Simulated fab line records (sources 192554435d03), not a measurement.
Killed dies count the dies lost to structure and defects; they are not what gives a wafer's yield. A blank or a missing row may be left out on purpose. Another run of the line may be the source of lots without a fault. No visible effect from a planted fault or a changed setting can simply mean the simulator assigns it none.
fab line records	flow n5-finfet	part 1 of 2: steps 1 to 22 of 30
record: lots: 5	wafers: 15	last-day: 17
route steps=1938 shown BEOL_M14@1768 BEOL_M15@1773
lots that met no fault: from a run of the same line without faults
start-h: hours from the record's opening day to when the first of the lot's shown wafers began	wait-h: how many hours have passed since the lot's step before this one	" repeats the value in the row above	L1.1+2: several wafers, shown together as one row	- value missing, or start not given	* or withheld: withheld	< > ~ a bound
route shown NAME@n: NAME is a module with steps in the file, n the number in the route of the first one	usual: mean/standard deviation taken from wafers without a fault	same: alike in all rows	chamber/n: place in a boat	sites: per-site readings	_std_site: their standard deviation	_edge_site: the outer-site mean with the inner-site mean subtracted	radius-mm: how far each site lies from the wafer's centre	mask NAME#n: copy n	behind: the most recent tool/chamber to have shaped the wafer	hold: what put the lot on hold/how long, in hours/how the hold closed	device: whichever transistor did not switch (one of n, p or np)	end of line: tests run on the same wafers once the route is complete	a step with no rows: only its recipe	killed: the dies lost at the first sort to structure and to defects; this is not the yield of the wafer	map: per-die view of a wafer (x killed, . not killed, _ where there is no die)
set.NAME: the setting the step ran with; set.NAME@STEP: the setting that earlier step ran with	model.NAME: the simulator's own value behind a step, which no gauge read
lots at selected steps of the route; one table per step, one row per wafer
services: the hour from which a tool's chamber was out of use, counted from the record's first day as start-h (under 0 if before that day), plus the number of hours and why
== steps ==
step: N5_BEOL_M14_THK_MEAS_50
recipe: thk-meas-gauge: xrf	reads: Cu_of_BEOL_M14_ECD_47
usual: M14_THK: 558/15
lot.wafer	tool	chamber	start-h	wait-h	M14_THK[nm]
L081.1	film-metro-01	-	294.93	-	560
L081.3	"	-	"	"	539
L081.5	"	-	"	"	539
L086.3	film-metro-01	-	305.39	-	568
L086.4	"	-	"	"	553
L086.6	"	-	"	"	566
L085.2	film-metro-01	-	308.18	-	526
L085.4	"	-	"	"	577
L085.5	"	-	"	"	556
L092.1	film-metro-01	-	359.61	-	573
L092.4	"	-	"	"	571
L092.6	"	-	"	"	551
L096.1	film-metro-01	-	383.02	-	576
L096.2	"	-	"	"	578
L096.4	"	-	"	"	573
step: N5_BEOL_M14_PRE_CLEAN_52
recipe: gas: NH3	time-s: 15	temp-c: withheld	rf-power-w: 300
same: time-s: 15
lot.wafer	tool	chamber	start-h	wait-h
L081.1+3+5	pecvd-01	2,1,1	294.97	0.0
L086.3+4+6	pecvd-04	1,0,1	305.43	0.0
L085.2+4+5	pecvd-03	2,2,1	308.22	0.0
L092.1+4+6	pecvd-04	2,1,2	359.64	0.0
L096.1+2+4	pecvd-04	2,1,2	383.06	0.0
step: N5_BEOL_M14_DEP_53
recipe: material: SiCN	target-thk-a: 500	temp-c: withheld	precursor: 3MS/NH3	pressure-torr: 3	rf-w: 675	time-s: 17.8
usual: showerhead-plenum-p-Torr: 4.155/0.016	showerhead-vpp-V: 1649/90	throttle-valve-pct: 17.7/0.92
same: time-s: 17.8
lot.wafer	tool	chamber	start-h	wait-h	showerhead-plenum-p-Torr	showerhead-vpp-V	throttle-valve-pct
L081.1	pecvd-01	2	294.99	0.0	4.165	1564	18.4
L081.3	"	1	"	"	4.155	1635	16.7
L081.5	"	1	"	"	4.160	1682	16.6
L086.3	pecvd-04	1	305.48	0.0	4.127	1712	18.4
L086.4	"	0	"	"	4.158	1731	17.1
L086.6	"	1	"	"	4.133	1764	18.5
L085.2	pecvd-03	2	308.25	0.0	4.173	1719	17.5
L085.4	"	2	"	"	4.177	1725	17.5
L085.5	"	1	"	"	4.132	1552	20.4
L092.1	pecvd-04	2	359.67	0.0	4.177	1554	17.0
L092.4	"	1	"	"	4.124	1776	18.6
L092.6	"	2	"	"	4.182	1565	17.2
L096.1	pecvd-04	2	383.08	0.0	4.192	1564	17.4
L096.2	"	1	"	"	4.129	1761	18.1
L096.4	"	2	"	"	4.181	1575	17.6
step: N5_BEOL_M14_RS_MEAS_54
recipe: thk-meas-gauge: four-point-probe	reads: Cu_of_BEOL_M14_ECD_47+Ta_of_BEOL_M14_SPUTTER_44+TaN_of_BEOL_M14_SPUTTER_43
usual: M14_RS: 0.0336/0.00086
lot.wafer	tool	chamber	start-h	wait-h	M14_RS[ohm/sq]
L081.1	film-metro-01	-	295.06	0.0	0.0333
L081.3	"	-	"	"	0.0344
L081.5	"	-	"	"	0.0344
L086.3	film-metro-01	-	305.54	0.1	0.0328
L086.4	"	-	"	"	0.0339
L086.6	"	-	"	"	0.0331
L085.2	film-metro-01	-	308.31	0.1	0.0357
L085.4	"	-	"	"	0.0325
L085.5	"	-	"	"	0.0336
L092.1	film-metro-01	-	359.73	0.0	0.0328
L092.4	"	-	"	"	0.0330
L092.6	"	-	"	"	0.0342
L096.1	film-metro-01	-	383.15	0.0	0.0328
L096.2	"	-	"	"	0.0328
L096.4	"	-	"	"	0.0330
step: N5_BEOL_M14_INSPECT_55
recipe: inspect-instrument: darkfield	mode: post-dep
usual: raw-defect-count: 60/17
lot.wafer	tool	chamber	start-h	wait-h	raw-defect-count
L081.1	defect-inspect-02	-	295.09	0.0	92
L081.3	"	-	"	"	97
L081.5	"	-	"	"	58
L086.3	defect-inspect-01	-	305.57	0.0	41
L086.4	"	-	"	"	62
L086.6	"	-	"	"	36
L085.2	defect-inspect-01	-	308.34	0.0	52
L085.4	"	-	"	"	65
L085.5	"	-	"	"	42
L092.1	defect-inspect-01	-	359.76	0.0	47
L092.4	"	-	"	"	38
L092.6	"	-	"	"	47
L096.1	defect-inspect-02	-	383.17	0.0	57
L096.2	"	-	"	"	56
L096.4	"	-	"	"	63
step: N5_BEOL_M15_ILD_DEP_00
recipe: material: SiO2	target-thk-a: 16293	temp-c: 400	precursor: TEOS/O2	pressure-torr: 6.5	rf-w: 900	teos-flow-sccm: 161.4	gas: O2	flow-sccm: 2650	time-s: 346.1
usual: heater-power-w: 512/120	showerhead-plenum-p-Torr: 8.339/0.026	showerhead-vpp-V: 1900/110	throttle-valve-pct: 19.1/1.3
same: time-s: 346.1
lot.wafer	tool	chamber	start-h	wait-h	heater-power-w	showerhead-plenum-p-Torr	showerhead-vpp-V	throttle-valve-pct
L081.1	pecvd-03	0	295.13	0.0	494	8.344	1765	18.8
L081.3	"	1	"	"	395	8.289	1771	21.1
L081.5	"	1	"	"	497	8.317	1786	20.9
L086.3	pecvd-04	0	305.71	0.1	609	8.362	2029	17.5
L086.4	"	1	"	"	305	8.311	2011	18.9
L086.6	"	1	"	"	406	8.309	1993	19.1
L085.2	pecvd-02	2	308.37	0.0	686	8.347	1857	19.4
L085.4	"	1	"	"	695	8.332	1862	18.9
L085.5	"	2	"	"	553	8.340	1816	19.5
L092.1	pecvd-02	0	359.80	0.0	535	8.356	2010	21.3
L092.4	"	0	"	"	591	8.346	1985	21.3
L092.6	"	2	"	"	670	8.337	1799	19.6
L096.1	pecvd-03	2	383.21	0.0	437	8.353	1989	18.2
L096.2	"	0	"	"	440	8.332	1774	18.8
L096.4	"	1	"	"	507	8.307	1752	20.7
step: N5_BEOL_M15_THK_MEAS_01
recipe: reads: SiO2_of_BEOL_M15_ILD_DEP_00
usual: M15_ILD_THK: 1632/25
lot.wafer	tool	chamber	start-h	wait-h	M15_ILD_THK[nm]
L081.1	film-metro-01	-	295.38	0.1	1602
L081.3	"	-	"	"	1582
L081.5	"	-	"	"	1631
L086.3	film-metro-01	-	305.97	0.1	1633
L086.4	"	-	"	"	1654
L086.6	"	-	"	"	1656
L085.2	film-metro-01	-	308.63	0.1	1594
L085.4	"	-	"	"	1653
L085.5	"	-	"	"	1622
L092.1	film-metro-01	-	360.05	0.1	1616
L092.4	"	-	"	"	1660
L092.6	"	-	"	"	1602
L096.1	film-metro-02	-	383.46	0.1	1612
L096.2	"	-	"	"	1632
L096.4	"	-	"	"	1639
step: N5_BEOL_M15_COAT_58
recipe: resist: BARC	temp-c: 205	time-s: 60	spin-rpm: 1500	resist-thk-nm: 89
usual: dispense-pressure-kPa: 49/3.8	plate-temp-C: 205.01/0.16
same: time-s: 60
lot.wafer	tool	chamber	start-h	wait-h	dispense-pressure-kPa	plate-temp-C
L081.1	litho-track-02	0	295.41	0.0	53	205.15
L081.3	"	0	"	"	53	204.92
L081.5	"	0	"	"	53	205.14
L086.3	litho-track-02	0	306.00	0.0	53	205.09
L086.4	"	0	"	"	53	204.91
L086.6	"	0	"	"	53	205.10
L085.2	litho-track-02	0	308.66	0.0	53	204.87
L085.4	"	0	"	"	53	204.91
L085.5	"	0	"	"	53	204.86
L092.1	litho-track-01	0	360.08	0.0	49	204.72
L092.4	"	0	"	"	49	204.89
L092.6	"	0	"	"	49	205.05
L096.1	litho-track-01	0	383.50	0.0	49	205.21
L096.2	"	0	"	"	49	205.15
L096.4	"	0	"	"	49	204.86
step: N5_BEOL_M15_COAT_04
recipe: spin-rpm: 1704	resist-thk-nm: 800
usual: dispense-pressure-kPa: 49/3.8
lot.wafer	tool	chamber	start-h	wait-h	dispense-pressure-kPa
L081.1	litho-track-02	0	-	-	53
L081.3	"	0	"	"	53
L081.5	"	0	"	"	53
L086.3	litho-track-02	0	-	-	53
L086.4	"	0	"	"	53
L086.6	"	0	"	"	53
L085.2	litho-track-02	0	-	-	53
L085.4	"	0	"	"	53
L085.5	"	0	"	"	53
L092.1	litho-track-01	0	-	-	49
L092.4	"	0	"	"	49
L092.6	"	0	"	"	49
L096.1	litho-track-01	0	-	-	49
L096.2	"	0	"	"	49
L096.4	"	0	"	"	49
step: N5_BEOL_M15_EBR_06
recipe: solvent: PGMEA	ebr-width-mm: 1.5
lot.wafer	tool	chamber	start-h	wait-h
L081.1+3+5	litho-track-02	0	-	-
L086.3+4+6	litho-track-02	0	-	-
L085.2+4+5	litho-track-02	0	-	-
L092.1+4+6	litho-track-01	0	-	-
L096.1+2+4	litho-track-01	0	-	-
step: N5_BEOL_M15_SOFTBAKE_05
recipe: temp-c: 130	time-s: 60
usual: plate-temp-C: 129.99/0.14
same: time-s: 60
lot.wafer	tool	chamber	start-h	wait-h	plate-temp-C
L081.1	litho-track-02	0	-	-	130.05
L081.3	"	0	"	"	130.13
L081.5	"	0	"	"	130.19
L086.3	litho-track-02	0	-	-	130.17
L086.4	"	0	"	"	130.32
L086.6	"	0	"	"	130.19
L085.2	litho-track-02	0	-	-	129.78
L085.4	"	0	"	"	129.88
L085.5	"	0	"	"	129.82
L092.1	litho-track-01	0	-	-	130.05
L092.4	"	0	"	"	130.17
L092.6	"	0	"	"	130.14
L096.1	litho-track-01	0	-	-	129.83
L096.2	"	0	"	"	129.81
L096.4	"	0	"	"	129.98
step: N5_BEOL_M15_EXPOSE_07
recipe: mask-id: V14	na: 0.8	source-shape: annular	sigma-inner: 0.5	sigma-outer: 0.8	polarization: unpolarized	attpsm-phase-deg: 180	dose-mj: 41.25
usual: stage-vel-mm-s: 500.02/0.27
lot.wafer	tool	chamber	start-h	wait-h	mask	stage-vel-mm-s
L081.1	krf-scanner-02	0	295.51	-	V14#0	499.82
L081.3	"	0	"	"	V14#0	499.71
L081.5	"	0	"	"	V14#0	499.42
L086.3	krf-scanner-02	0	306.11	-	V14#0	499.99
L086.4	"	0	"	"	V14#0	500.35
L086.6	"	0	"	"	V14#0	500.31
L085.2	krf-scanner-02	0	308.76	-	V14#0	500.10
L085.4	"	0	"	"	V14#0	500.24
L085.5	"	0	"	"	V14#0	499.67
L092.1	krf-scanner-02	0	360.30	-	V14#0	500.54
L092.4	"	0	"	"	V14#0	500.47
L092.6	"	0	"	"	V14#0	500.30
L096.1	krf-scanner-02	0	383.60	-	V14#0	500.23
L096.2	"	0	"	"	V14#0	499.96
L096.4	"	0	"	"	V14#0	499.75
step: N5_BEOL_M15_PEB_08
recipe: peb-temp-c: 130	peb-time-s: 90
usual: plate-temp-C: 130.02/0.14
lot.wafer	tool	chamber	start-h	wait-h	plate-temp-C
L081.1	litho-track-02	0	295.57	0.1	130.15
L081.3	"	0	"	"	129.88
L081.5	"	0	"	"	129.82
L086.3	litho-track-02	0	306.15	0.0	129.73
L086.4	"	0	"	"	129.83
L086.6	"	0	"	"	129.87
L085.2	litho-track-02	0	308.81	0.0	129.86
L085.4	"	0	"	"	129.95
L085.5	"	0	"	"	129.88
L092.1	litho-track-04	0	360.36	0.1	130.11
L092.4	"	0	"	"	130.24
L092.6	"	0	"	"	130.20
L096.1	litho-track-04	0	383.65	0.1	129.87
L096.2	"	0	"	"	129.92
L096.4	"	0	"	"	129.98
step: N5_BEOL_M15_DEVELOP_09
recipe: develop-time-s: 45	rinse-liquid: diw	dry: air-spin	dev-temp-c: 21
lot.wafer	tool	chamber	start-h	wait-h
L081.1+3+5	litho-track-02	0	-	-
L086.3+4+6	litho-track-02	0	-	-
L085.2+4+5	litho-track-02	0	-	-
L092.1+4+6	litho-track-04	0	-	-
L096.1+2+4	litho-track-04	0	-	-
step: N5_BEOL_M15_HARDBAKE_14
recipe: temp-c: 130	time-s: 120
usual: plate-temp-C: 130.02/0.13
same: time-s: 120
lot.wafer	tool	chamber	start-h	wait-h	plate-temp-C
L081.1	litho-track-02	0	-	-	129.90
L081.3	"	0	"	"	130.09
L081.5	"	0	"	"	130.13
L086.3	litho-track-02	0	-	-	130.12
L086.4	"	0	"	"	130.01
L086.6	"	0	"	"	130.16
L085.2	litho-track-02	0	-	-	129.91
L085.4	"	0	"	"	130.24
L085.5	"	0	"	"	129.95
L092.1	litho-track-04	0	-	-	129.98
L092.4	"	0	"	"	129.74
L092.6	"	0	"	"	129.87
L096.1	litho-track-04	0	-	-	130.01
L096.2	"	0	"	"	130.05
L096.4	"	0	"	"	129.91
step: N5_BEOL_M15_CD_MEAS_10
recipe: target-cd-nm: 360	landing-energy-ev: 500	detector: se-inlens	polarity: opening
usual: cd-nm: 362.5/2.3
same: landing-energy-ev: 500
lot.wafer	tool	chamber	start-h	wait-h	cd-nm
L081.1	cd-sem-02	0	295.68	-	360.1
L081.3	"	0	"	"	359.2
L081.5	"	0	"	"	362.7
L086.3	cd-sem-02	0	306.27	-	361.6
L086.4	"	0	"	"	359.9
L086.6	"	0	"	"	360.9
L085.2	cd-sem-02	0	308.93	-	362.5
L085.4	"	0	"	"	364.7
L085.5	"	0	"	"	361.1
L092.1	cd-sem-03	0	360.48	-	362.6
L092.4	"	0	"	"	362.8
L092.6	"	0	"	"	363.1
L096.1	cd-sem-01	0	383.77	-	363.3
L096.2	"	0	"	"	361.7
L096.4	"	0	"	"	364.2
step: N5_BEOL_M15_OVL_MEAS_11
recipe: points-per-wafer: 44
usual: V14_OVL: 3/4.6
lot.wafer	tool	chamber	start-h	wait-h	V14_OVL[nm]
L081.1	overlay-01	0	295.71	0.0	3
L081.3	"	0	"	"	0
L081.5	"	0	"	"	2
L086.3	overlay-01	0	306.30	0.0	8
L086.4	"	0	"	"	7
L086.6	"	0	"	"	7
L085.2	overlay-02	0	308.96	0.0	6
L085.4	"	0	"	"	4
L085.5	"	0	"	"	1
L092.1	overlay-02	0	360.51	0.0	5
L092.4	"	0	"	"	2
L092.6	"	0	"	"	1
L096.1	overlay-01	0	383.80	0.0	-1
L096.2	"	0	"	"	5
L096.4	"	0	"	"	0
step: N5_BEOL_M15_INSPECT_12
recipe: mode: adi	inspect-instrument: macro
usual: raw-defect-count: 2.2/1.5
lot.wafer	tool	chamber	start-h	wait-h	raw-defect-count
L081.1	defect-inspect-01	-	295.74	0.0	3
L081.3	"	-	"	"	5
L081.5	"	-	"	"	4
L086.3	defect-inspect-01	-	306.33	0.0	2
L086.4	"	-	"	"	2
L086.6	"	-	"	"	6
L085.2	defect-inspect-01	-	308.98	0.0	5
L085.4	"	-	"	"	4
L085.5	"	-	"	"	3
L092.1	defect-inspect-02	-	360.53	0.0	1
L092.4	"	-	"	"	1
L092.6	"	-	"	"	1
L096.1	defect-inspect-02	-	383.82	0.0	2
L096.2	"	-	"	"	2
L096.4	"	-	"	"	7
step: N5_BEOL_M15_DESCUM_15
recipe: chemistry: O2	time-s: 7.9	source-power-w: 50	bias-power-w: 20	pressure-mtorr: 20	rf-frequency-hz: 2.712e+07	temp-c: 40	o2-flow-sccm: 225
usual: drypump-motor-current-A: 5.92/0.26	oes-product-au: 0.79/0.09	rf-vpp-V: 243.0/1.2	showerhead-plenum-p-Torr: 2.09/0.055	throttle-valve-pct: 20.35/0.24
same: time-s: 7.9
lot.wafer	tool	chamber	start-h	wait-h	drypump-motor-current-A	oes-product-au	rf-hours-counter-h	rf-vpp-V	showerhead-plenum-p-Torr	throttle-valve-pct
L081.1	rie-diel-03	3	295.77	0.0	5.81	0.96	2	243.9	2.16	19.99
L081.3	"	2	"	"	6.04	0.77	122	244.2	2.08	20.28
L081.5	"	2	"	"	6.05	0.77	-	243.2	2.08	20.28
L086.3	rie-diel-02	3	306.54	0.2	6.16	0.84	50	242.6	2.04	20.21
L086.4	"	0	"	"	5.51	0.85	57	243.0	2.03	20.24
L086.6	"	3	"	"	6.15	0.84	-	242.8	2.04	20.21
L085.2	rie-diel-02	3	309.02	0.0	6.15	0.85	50	241.6	2.04	20.20
L085.4	"	1	"	"	5.99	0.79	104	244.6	2.17	20.07
L085.5	"	0	"	"	5.50	0.85	-	242.1	2.03	20.26
L092.1	rie-diel-03	2	360.56	0.0	6.04	0.75	142	241.9	2.08	20.31
L092.4	"	0	"	"	5.72	0.72	219	241.4	1.99	20.63
L092.6	"	3	"	"	5.83	0.88	-	241.4	2.15	20.01
L096.1	rie-diel-02	2	383.92	0.1	5.95	0.70	231	243.6	2.08	20.35
L096.2	"	1	"	"	5.98	0.77	128	243.3	2.16	20.10
L096.4	"	1	"	"	5.98	0.77	-	246.0	2.16	20.11
step: N5_BEOL_M15_ETCH_59
recipe: chemistry: N2/H2	target: BARC	target-depth-a: 890	overetch-a: 267	time-s: 67.9	ion-energy-ev: 200	pressure-mtorr: 30	source-w: 840	bias-w: 150	n2-flow-sccm: 200	h2-flow-sccm: 200
usual: drypump-motor-current-A: 5.93/0.26	oes-product-au: 0.67/0.071	rf-vpp-V: 523.7/2	showerhead-plenum-p-Torr: 2.53/0.074	throttle-valve-pct: 17.78/0.25
same: time-s: 67.9
lot.wafer	tool	chamber	start-h	wait-h	drypump-motor-current-A	oes-product-au	rf-hours-counter-h	rf-vpp-V	showerhead-plenum-p-Torr	throttle-valve-pct
L081.1	rie-diel-03	3	295.80	0.0	5.84	0.82	2	525.5	2.61	17.36
L081.3	"	2	"	"	6.05	0.65	122	523.7	2.57	18.01
L081.5	"	2	"	"	6.07	0.65	-	524.6	2.57	18.01
L086.3	rie-diel-02	3	306.58	0.0	6.15	0.71	50	521.5	2.50	17.85
L086.4	"	0	"	"	5.47	0.72	57	521.3	2.46	17.68
L086.6	"	3	"	"	6.16	0.72	-	521.8	2.50	17.84
L085.2	rie-diel-02	3	309.05	0.0	6.13	0.71	50	522.3	2.50	17.85
L085.4	"	1	"	"	6.00	0.67	104	527.5	2.66	17.59
L085.5	"	0	"	"	5.47	0.72	-	522.8	2.46	17.65
L092.1	rie-diel-03	2	360.60	0.0	6.05	0.63	142	523.5	2.56	18.05
L092.4	"	0	"	"	5.75	0.61	219	519.8	2.40	17.93
L092.6	"	3	"	"	5.81	0.76	-	526.2	2.60	17.40
L096.1	rie-diel-02	2	383.95	0.0	5.95	0.60	231	523.8	2.51	17.83
L096.2	"	1	"	"	5.99	0.65	128	526.7	2.65	17.59
L096.4	"	1	"	"	5.97	0.65	-	526.9	2.65	17.61
step: N5_BEOL_M15_VIA_ETCH_16
recipe: chemistry: C4F8/O2/Ar	target: SiO2	he-inner-torr: 15	he-outer-torr: 30	target-depth-a: 17922	time-s: withheld	ion-energy-ev: 800	pressure-mtorr: 20	source-w: 1905	bias-w: 2040	Ar_flow_sccm: 400	C4F8_flow_sccm: 16	O2_flow_sccm: 12	ends: cleared
usual: drypump-motor-current-A: 5.93/0.26	he-inner-torr: 15.00/0.031	oes-product-au: 0.71/0.077	rf-vpp-V: 2197/75	showerhead-plenum-p-Torr: 3.43/0.084	throttle-valve-pct: 30.78/0.29
lot.wafer	tool	chamber	start-h	wait-h	drypump-motor-current-A	he-inner-torr	oes-product-au	rf-vpp-V	showerhead-plenum-p-Torr	throttle-valve-pct
L081.1	rie-diel-03	3	295.86	0.0	5.84	14.99	0.86	2158	3.48	29.99
L081.3	"	2	"	"	6.04	14.99	0.70	2080	3.46	30.95
L081.5	"	2	"	"	6.01	14.96	0.70	2080	3.46	30.94
L086.3	rie-diel-02	3	306.63	0.0	6.14	15.03	0.76	2092	3.37	30.80
L086.4	"	0	"	"	5.48	15.03	0.76	2274	3.34	30.81
L086.6	"	3	"	"	6.13	15.00	0.76	2093	3.37	30.82
L085.2	rie-diel-02	3	309.10	0.0	6.15	14.96	0.77	2092	3.37	30.82
L085.4	"	1	"	"	5.96	14.99	0.72	2282	3.59	30.62
L085.5	"	0	"	"	5.48	15.01	0.75	2274	3.34	30.81
L092.1	rie-diel-03	2	360.65	0.0	6.01	15.00	0.68	2078	3.45	30.95
L092.4	"	0	"	"	5.73	15.02	0.66	2224	3.28	31.04
L092.6	"	3	"	"	5.85	15.04	0.80	2160	3.46	29.98
L096.1	rie-diel-02	2	384.01	0.0	5.97	15.04	0.62	2145	3.43	30.73
L096.2	"	1	"	"	5.97	14.97	0.69	2280	3.58	30.66
L096.4	"	1	"	"	5.97	14.94	0.69	2282	3.58	30.65
step: N5_BEOL_M15_STRIP_63
recipe: chemistry: O2	power-w: 600	temp-c: 60	pressure-mtorr: 30	rf-frequency-hz: 6e+07	bias-power-w: 0	overash-fraction: 0.3	o2-flow-sccm: 225
usual: drypump-motor-current-A: 5.92/0.26	oes-product-au: 0.79/0.09	rf-vpp-V: 3.7/0.7	showerhead-plenum-p-Torr: 2.09/0.055	throttle-valve-pct: 16.60/0.24
lot.wafer	tool	chamber	start-h	wait-h	drypump-motor-current-A	oes-product-au	rf-hours-counter-h	rf-vpp-V	showerhead-plenum-p-Torr	throttle-valve-pct
L081.1	rie-diel-03	3	-	-	5.81	0.96	2	1.9	2.16	16.26
L081.3	"	2	"	"	6.04	0.77	122	3.3	2.09	16.61
L081.5	"	2	"	"	6.04	0.77	-	3.6	2.09	16.60
L086.3	rie-diel-02	3	-	-	6.13	0.85	50	4.0	2.05	16.43
L086.4	"	0	"	"	5.52	0.87	57	3.4	2.03	16.42
L086.6	"	3	"	"	6.14	0.84	-	4.8	2.05	16.46
L085.2	rie-diel-02	3	-	-	6.14	0.85	51	3.9	2.05	16.44
L085.4	"	1	"	"	5.97	0.78	104	4.6	2.17	16.36
L085.5	"	0	"	"	5.55	0.85	-	3.3	2.03	16.43
L092.1	rie-diel-03	2	-	-	6.06	0.76	143	2.9	2.08	16.63
L092.4	"	0	"	"	5.70	0.72	219	3.2	2.00	16.87
L092.6	"	3	"	"	5.85	0.88	-	3.0	2.15	16.26
L096.1	rie-diel-02	2	-	-	5.94	0.70	231	3.8	2.09	16.66
L096.2	"	1	"	"	5.98	0.77	128	3.3	2.17	16.40
L096.4	"	1	"	"	5.97	0.76	-	4.9	2.17	16.43
